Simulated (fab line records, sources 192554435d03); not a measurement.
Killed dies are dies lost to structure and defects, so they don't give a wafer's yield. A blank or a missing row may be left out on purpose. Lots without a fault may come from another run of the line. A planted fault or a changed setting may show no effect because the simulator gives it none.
Which tool did it? | flow n5_finfet | 24 lots, 72 wafers sampled, at 6 steps of a route of 1938

WHAT THE GAUGES READ, wafer by wafer
N5_BEOL_M7_RS_MEAS_57: measures by four-point-probe.
lot  | measured     | on            | M7_RS (ohm/sq)
L074 | day 9 14:34  | film_metro-01 | 0.278 0.294 0.282
L075 | day 9 19:46  | film_metro-02 | 0.293 0.298 0.293
L076 | day 10 03:23 | film_metro-02 | 0.281 0.294 0.275
L077 | day 10 04:51 | film_metro-02 | 0.304 0.299 0.289
L078 | day 10 05:40 | film_metro-02 | 0.285 0.280 0.292
L079 | day 10 22:11 | film_metro-01 | 0.286 0.301 0.293
L080 | day 11 05:19 | film_metro-01 | 0.303 0.284 0.295
L081 | day 11 07:04 | film_metro-01 | 0.283 0.286 0.272
L082 | day 11 07:24 | film_metro-01 | 0.291 0.296 0.296
L083 | day 11 11:58 | film_metro-02 | 0.286 0.291 0.280
L084 | day 11 12:20 | film_metro-02 | 0.286 0.281 0.284
L085 | day 12 09:51 | film_metro-02 | 0.286 0.293 0.292
L086 | day 12 15:17 | film_metro-02 | 0.302 0.282 0.289
L089 | day 13 03:42 | film_metro-01 | 0.292 0.280 0.295
L088 | day 13 10:25 | film_metro-02 | 0.286 0.279 0.285
L090 | day 13 14:38 | film_metro-01 | 0.274 0.291 0.291
L087 | day 13 17:58 | film_metro-01 | 0.283 0.285 0.275
L092 | day 14 02:55 | film_metro-02 | 0.299 0.287 0.283
L094 | day 14 11:24 | film_metro-02 | 0.283 0.282 0.278
L093 | day 14 13:41 | film_metro-01 | 0.294 0.292 0.270
L091 | day 14 15:19 | film_metro-02 | 0.291 0.279 0.287
L095 | day 14 16:56 | film_metro-01 | 0.304 0.295 0.283
L096 | day 15 02:34 | film_metro-01 | 0.283 0.300 0.285
L097 | day 15 04:33 | film_metro-01 | 0.292 0.296 0.292

N5_BEOL_M8_THK_MEAS_01.
lot  | measured     | on            | M8_ILD_THK (nm)
L074 | day 9 15:13  | film_metro-02 | 153.1 152.6 156.6
L075 | day 9 20:25  | film_metro-02 | 156.7 156.9 158.2
L076 | day 10 04:02 | film_metro-02 | 154.6 158.3 157.0
L077 | day 10 05:29 | film_metro-02 | 151.9 151.6 153.8
L078 | day 10 06:20 | film_metro-01 | 155.3 158.9 156.3
L079 | day 10 22:50 | film_metro-02 | 152.9 155.6 153.9
L080 | day 11 05:57 | film_metro-02 | 151.8 155.8 152.9
L081 | day 11 07:45 | film_metro-02 | 154.8 158.3 156.2
L082 | day 11 08:11 | film_metro-01 | 154.1 152.5 154.0
L083 | day 11 12:37 | film_metro-02 | 154.1 156.2 156.8
L084 | day 11 12:59 | film_metro-01 | 155.2 153.1 153.9
L085 | day 12 10:29 | film_metro-01 | 154.8 156.4 154.9
L086 | day 12 15:56 | film_metro-02 | 150.4 155.1 152.2
L089 | day 13 04:20 | film_metro-01 | 154.0 156.6 154.5
L088 | day 13 11:04 | film_metro-01 | 156.0 154.8 158.6
L090 | day 13 15:17 | film_metro-01 | 151.6 153.9 155.1
L087 | day 13 19:17 | film_metro-01 | 156.0 154.4 156.2
L092 | day 14 04:02 | film_metro-01 | 152.5 150.3 158.0
L094 | day 14 12:02 | film_metro-02 | 152.8 152.5 156.7
L093 | day 14 14:19 | film_metro-01 | 153.2 155.5 159.4
L091 | day 14 17:34 | film_metro-01 | 155.1 156.3 156.9
L095 | day 14 19:55 | film_metro-01 | 152.5 155.1 155.6
L096 | day 15 03:13 | film_metro-02 | 150.9 153.1 153.4
L097 | day 15 05:29 | film_metro-02 | 154.6 157.0 157.5

N5_BEOL_M8_RS_MEAS_57: measures by four-point-probe.
lot  | measured     | on            | M8_RS (ohm/sq)
L074 | day 9 21:53  | film_metro-02 | 0.276 0.299 0.286
L075 | day 10 03:32 | film_metro-01 | 0.280 0.289 0.281
L076 | day 10 11:07 | film_metro-02 | 0.283 0.284 0.287
L077 | day 10 13:45 | film_metro-01 | 0.288 0.290 0.285
L078 | day 10 13:02 | film_metro-02 | 0.294 0.285 0.281
L079 | day 11 06:37 | film_metro-01 | 0.283 0.300 0.285
L080 | day 11 14:55 | film_metro-02 | 0.290 0.282 0.292
L081 | day 11 18:15 | film_metro-01 | 0.291 0.282 0.291
L082 | day 11 18:02 | film_metro-02 | 0.306 0.301 0.298
L083 | day 11 19:41 | film_metro-01 | 0.275 0.296 0.295
L084 | day 11 20:13 | film_metro-02 | 0.286 0.289 0.286
L085 | day 12 17:38 | film_metro-02 | 0.296 0.302 0.286
L086 | day 13 00:13 | film_metro-02 | 0.289 0.284 0.289
L089 | day 13 09:30 | film_metro-01 | 0.286 0.282 0.293
L088 | day 13 18:16 | film_metro-01 | 0.282 0.279 0.299
L090 | day 14 03:59 | film_metro-02 | 0.282 0.276 0.286
L087 | day 14 01:36 | film_metro-01 | 0.293 0.282 0.291
L092 | day 14 12:18 | film_metro-01 | 0.298 0.296 0.290
L094 | day 14 18:20 | film_metro-01 | 0.298 0.288 0.281
L093 | day 14 23:19 | film_metro-01 | 0.286 0.298 0.287
L091 | day 15 01:28 | film_metro-02 | 0.277 0.290 0.287
L095 | day 15 02:08 | film_metro-02 | 0.310 0.276 0.296
L096 | day 15 10:29 | film_metro-02 | 0.279 0.280 0.279
L097 | day 15 14:42 | film_metro-02 | 0.280 0.293 0.293

WHICH TOOL RAN EACH LOT (tool, then ch and the chambers of the sampled wafers, then the start)
lot  | N5_BEOL_M8_ILD_DEP_00           | N5_BEOL_M8_ETCH_61                 | N5_BEOL_M8_CMP_52
L074 | pecvd-04 ch 1,2, day 9 14:38    | rie_diel-02 ch 1,2, day 9 17:23    | cmp-01 ch 1,3, day 9 21:25
L075 | pecvd-04 ch 0,1,2, day 9 19:50  | rie_diel-02 ch 0,2,3, day 9 21:26  | cmp-03 ch 0,2, day 10 03:08
L076 | pecvd-01 ch 0, day 10 03:26     | rie_diel-04 ch 1,3, day 10 05:11   | cmp-02 ch 1,3, day 10 10:40
L077 | pecvd-03 ch 0,2, day 10 04:55   | rie_diel-03 ch 0,2,3, day 10 08:14 | cmp-03 ch 0,2,3, day 10 13:17
L078 | pecvd-01 ch 0,2, day 10 05:44   | rie_diel-04 ch 0,2, day 10 08:30   | cmp-03 ch 1,3, day 10 12:34
L079 | pecvd-04 ch 1,2, day 10 22:15   | rie_diel-04 ch 1,2, day 11 01:29   | cmp-01 ch 1,2, day 11 06:11
L080 | pecvd-04 ch 0,1,2, day 11 05:22 | rie_diel-02 ch 1,3, day 11 08:02   | cmp-02 ch 0,2,3, day 11 14:32
L081 | pecvd-03 ch 0,2, day 11 07:08   | rie_diel-03 ch 0,2,3, day 11 11:00 | cmp-01 ch 1,2, day 11 17:50
L082 | pecvd-04 ch 1,2, day 11 07:28   | rie_diel-02 ch 0,2,3, day 11 11:47 | cmp-01 ch 1,2,3, day 11 17:36
L083 | pecvd-04 ch 0,2, day 11 12:02   | rie_diel-03 ch 2,3, day 11 15:11   | cmp-01 ch 1,3, day 11 19:15
L084 | pecvd-04 ch 0,1,2, day 11 12:25 | rie_diel-02 ch 0,1,3, day 11 15:47 | cmp-02 ch 0,1,2, day 11 19:47
L085 | pecvd-03 ch 0,1,2, day 12 09:55 | rie_diel-04 ch 0,1, day 12 12:18   | cmp-02 ch 0,1,3, day 12 17:13
L086 | pecvd-04 ch 0,1, day 12 15:21   | rie_diel-03 ch 0,1,3, day 12 17:36 | cmp-02 ch 2,3, day 12 23:47
L089 | pecvd-03 ch 0,1,2, day 13 03:46 | rie_diel-03 ch 0,3, day 13 05:04   | cmp-02 ch 0,2,3, day 13 09:07
L088 | pecvd-01 ch 1,2, day 13 10:29   | rie_diel-04 ch 0,2,3, day 13 11:47 | cmp-03 ch 0,1,3, day 13 17:51
L090 | pecvd-01 ch 1,2, day 13 14:41   | rie_diel-03 ch 1,3, day 13 18:36   | cmp-01 ch 1,2,3, day 14 03:40
L087 | pecvd-03 ch 1,2, day 13 18:01   | rie_diel-02 ch 0,1,3, day 13 20:04 | cmp-02 ch 0,1, day 14 01:08
L092 | pecvd-04 ch 0,1,2, day 14 02:59 | rie_diel-02 ch 0,1,3, day 14 05:46 | cmp-03 ch 0,1,2, day 14 11:52
L094 | pecvd-03 ch 1,2, day 14 11:28   | rie_diel-02 ch 0,1,3, day 14 13:08 | cmp-01 ch 1,2,3, day 14 17:54
L093 | pecvd-03 ch 0,1, day 14 13:44   | rie_diel-02 ch 0,1,3, day 14 15:37 | cmp-02 ch 0,1,2, day 14 22:58
L091 | pecvd-01 ch 0,2, day 14 15:23   | rie_diel-03 ch 2,3, day 14 19:54   | cmp-02 ch 0,1,2, day 15 01:04
L095 | pecvd-03 ch 0,1,2, day 14 17:00 | rie_diel-04 ch 0,2, day 14 20:58   | cmp-03 ch 1,2,3, day 15 01:44
L096 | pecvd-04 ch 1,2, day 15 02:38   | rie_diel-03 ch 0,3, day 15 04:24   | cmp-02 ch 1,2, day 15 10:06
L097 | pecvd-03 ch 1,2, day 15 04:37   | rie_diel-03 ch 2,3, day 15 08:35   | cmp-01 ch 0,3, day 15 14:16
- N5_BEOL_M8_ILD_DEP_00: deposits SiCOH lowk from DEMS/porogen, target thk 179.75 nm, time 33.4 s.
- N5_BEOL_M8_ETCH_61: etches SiARC in CF4, target depth 45.5 nm, time 75.8 s.
- N5_BEOL_M8_CMP_52: polishes, stops on SiCOH lowk, t overpolish 6.9 s, target thk 80 nm.

WHAT THE TOOLS THEMSELVES READ (means of the sampled wafers that have a number; where no wafer has one, the mark that the record gives instead)
N5_BEOL_M8_ILD_DEP_00.
lot  | tool     | heater_power_w (W) | showerhead_plenum_p_Torr (Torr) | susceptor_temp_C (C) | throttle_valve_pct (%)
L074 | pecvd-04 | 304                | 5.738                           | 300.03               | 13.7
L075 | pecvd-04 | 281                | 5.736                           | 300.23               | 14.2
L076 | pecvd-01 | 358                | 5.730                           | 300.34               | 14.1
L077 | pecvd-03 | 326                | 5.721                           | 299.72               | 14.0
L078 | pecvd-01 | 340                | 5.733                           | 300.17               | 14.1
L079 | pecvd-04 | 287                | 5.742                           | 300.01               | 14.3
L080 | pecvd-04 | 312                | 5.732                           | 300.01               | 14.3
L081 | pecvd-03 | 287                | 5.725                           | 299.93               | 14.1
L082 | pecvd-04 | 296                | 5.738                           | 299.93               | 14.3
L083 | pecvd-04 | 291                | 5.711                           | 300.09               | 13.7
L084 | pecvd-04 | 302                | 5.724                           | 300.13               | 14.1
L085 | pecvd-03 | 300                | 5.728                           | 300.08               | 14.4
L086 | pecvd-04 | 315                | 5.745                           | 300.01               | 14.6
L089 | pecvd-03 | 301                | 5.735                           | 300.06               | 14.0
L088 | pecvd-01 | 334                | 5.754                           | 300.22               | 13.4
L090 | pecvd-01 | 326                | 5.756                           | 299.87               | 14.1
L087 | pecvd-03 | 284                | 5.747                           | 300.04               | 14.5
L092 | pecvd-04 | 293                | 5.732                           | 299.87               | 14.0
L094 | pecvd-03 | 263                | 5.752                           | 299.91               | 14.5
L093 | pecvd-03 | 324                | 5.737                           | 299.91               | 14.5
L091 | pecvd-01 | 340                | 5.749                           | 300.15               | 13.3
L095 | pecvd-03 | 295                | 5.740                           | 299.98               | 14.4
L096 | pecvd-04 | 285                | 5.734                           | 299.92               | 13.8
L097 | pecvd-03 | 295                | 5.743                           | 300.01               | 14.4

N5_BEOL_M8_ETCH_61.
lot  | tool        | drypump_motor_current_A (A) | etch_rf_on_time_s (s) | oes_product_au (a.u.) | rf_vpp_V (V) | showerhead_plenum_p_Torr (Torr) | throttle_valve_pct (%)
L074 | rie_diel-02 | 6.0                         | 76.8                  | 0.60                  | 184.3        | 2.15                            | 15.58
L075 | rie_diel-02 | 5.9                         | 77.0                  | 0.69                  | 184.0        | 2.16                            | 15.53
L076 | rie_diel-04 | 5.9                         | 75.6                  | 0.71                  | 182.7        | 2.11                            | 15.38
L077 | rie_diel-03 | 5.8                         | 76.4                  | 0.63                  | 183.4        | 2.08                            | 15.65
L078 | rie_diel-04 | 5.8                         | 76.1                  | 0.71                  | 185.8        | 2.22                            | 15.40
L079 | rie_diel-04 | 6.2                         | 76.0                  | 0.63                  | 183.1        | 2.08                            | 15.57
L080 | rie_diel-02 | 5.9                         | 77.9                  | 0.62                  | 183.4        | 2.15                            | 15.62
L081 | rie_diel-03 | 5.9                         | 75.4                  | 0.63                  | 182.7        | 2.08                            | 15.66
L082 | rie_diel-02 | 5.9                         | 77.1                  | 0.68                  | 184.3        | 2.15                            | 15.56
L083 | rie_diel-03 | 5.8                         | 74.7                  | 0.63                  | 184.1        | 2.10                            | 15.66
L084 | rie_diel-02 | 5.9                         | 77.8                  | 0.66                  | 182.7        | 2.12                            | 15.61
L085 | rie_diel-04 | 6.0                         | 75.6                  | 0.72                  | 185.4        | 2.21                            | 15.28
L086 | rie_diel-03 | 6.2                         | 77.3                  | 0.68                  | 182.7        | 2.06                            | 15.66
L089 | rie_diel-03 | 5.9                         | 77.7                  | 0.59                  | 183.2        | 2.03                            | 15.83
L088 | rie_diel-04 | 5.7                         | 75.6                  | 0.75                  | 184.1        | 2.18                            | 15.41
L090 | rie_diel-03 | 6.1                         | 76.9                  | 0.66                  | 183.4        | 2.05                            | 15.78
L087 | rie_diel-02 | 6.0                         | 75.2                  | 0.73                  | 183.7        | 2.12                            | 15.48
L092 | rie_diel-02 | 5.9                         | 75.7                  | 0.73                  | 183.8        | 2.12                            | 15.50
L094 | rie_diel-02 | 6.0                         | 75.9                  | 0.72                  | 183.7        | 2.12                            | 15.50
L093 | rie_diel-02 | 6.0                         | 76.1                  | 0.72                  | 183.6        | 2.12                            | 15.50
L091 | rie_diel-03 | 5.7                         | 76.1                  | 0.60                  | 183.2        | 2.09                            | 15.72
L095 | rie_diel-04 | 5.9                         | 75.7                  | 0.73                  | 185.0        | 2.21                            | 15.31
L096 | rie_diel-03 | 6.0                         | 77.9                  | 0.58                  | 181.9        | 2.03                            | 15.86
L097 | rie_diel-03 | 5.8                         | 77.1                  | 0.58                  | 182.3        | 2.05                            | 15.86

N5_BEOL_M8_CMP_52.
lot  | tool   | barrier_field_endpoint_s (s) | motor_current_A (A) | overpolish_run_s (s) | time_to_endpoint_s (s)
L074 | cmp-01 | 28.8                         | 6.3                 | 6.907                | 60
L075 | cmp-03 | 29.8                         | 6.0                 | 6.905                | 67
L076 | cmp-02 | 28.6                         | 5.6                 | 6.894                | 62
L077 | cmp-03 | 29.4                         | 5.7                 | 6.901                | 64
L078 | cmp-03 | 28.5                         | 5.8                 | 6.888                | 62
L079 | cmp-01 | 29.1                         | 6.3                 | 6.901                | 63
L080 | cmp-02 | 29.1                         | 6.0                 | 6.896                | 62
L081 | cmp-01 | 29.2                         | 6.2                 | 6.898                | 62
L082 | cmp-01 | 29.3                         | 6.1                 | 6.896                | 58
L083 | cmp-01 | 28.3                         | 6.1                 | 6.901                | 61
L084 | cmp-02 | 28.2                         | 5.8                 | 6.893                | 60
L085 | cmp-02 | 29.0                         | 5.5                 | 6.895                | 65
L086 | cmp-02 | 29.3                         | 5.8                 | 6.894                | 65
L089 | cmp-02 | 29.6                         | 6.1                 | 6.897                | 65
L088 | cmp-03 | 28.5                         | 5.9                 | 6.900                | 60
L090 | cmp-01 | 30.3                         | 6.3                 | 6.902                | 68
L087 | cmp-02 | 28.0                         | 5.7                 | 6.889                | 57
L092 | cmp-03 | 29.2                         | 5.9                 | 6.900                | 60
L094 | cmp-01 | 29.2                         | 5.9                 | 6.902                | 64
L093 | cmp-02 | 29.0                         | 5.9                 | 6.896                | 65
L091 | cmp-02 | 29.0                         | 5.9                 | 6.908                | 62
L095 | cmp-03 | 28.8                         | 6.0                 | 6.904                | 60
L096 | cmp-02 | 29.1                         | 5.7                 | 6.904                | 62
L097 | cmp-01 | 29.6                         | 5.8                 | 6.901                | 64

THE ANSWER, worked out from the rows above alone
Rule: what is usual is taken from the lots themselves. Put in order of their means at a reading, lots are off if they are a third of the lots or fewer, leave a main group of 4 or more, and stand apart from it by a gap of 3 or more times the standard deviation of the main group's means; of several such gaps the widest counts. A main group whose means are all the same, to the digits that the tables above print for the reading, isn't used. A lot without any number at a reading at which 4 lots or more have one is off too. The other lots that the step has rows for count as sound. The gauges are gone through in route order, then the tools' own readings, and for those a lot's mean is taken as printed above. The first step at which some lot is off is used, and at that step the reading that is off furthest; a lot without a number counts as furthest.
No lot is off at any reading shown: from this, nothing can be told.

WHAT THE SIMULATOR HAD PUT IN
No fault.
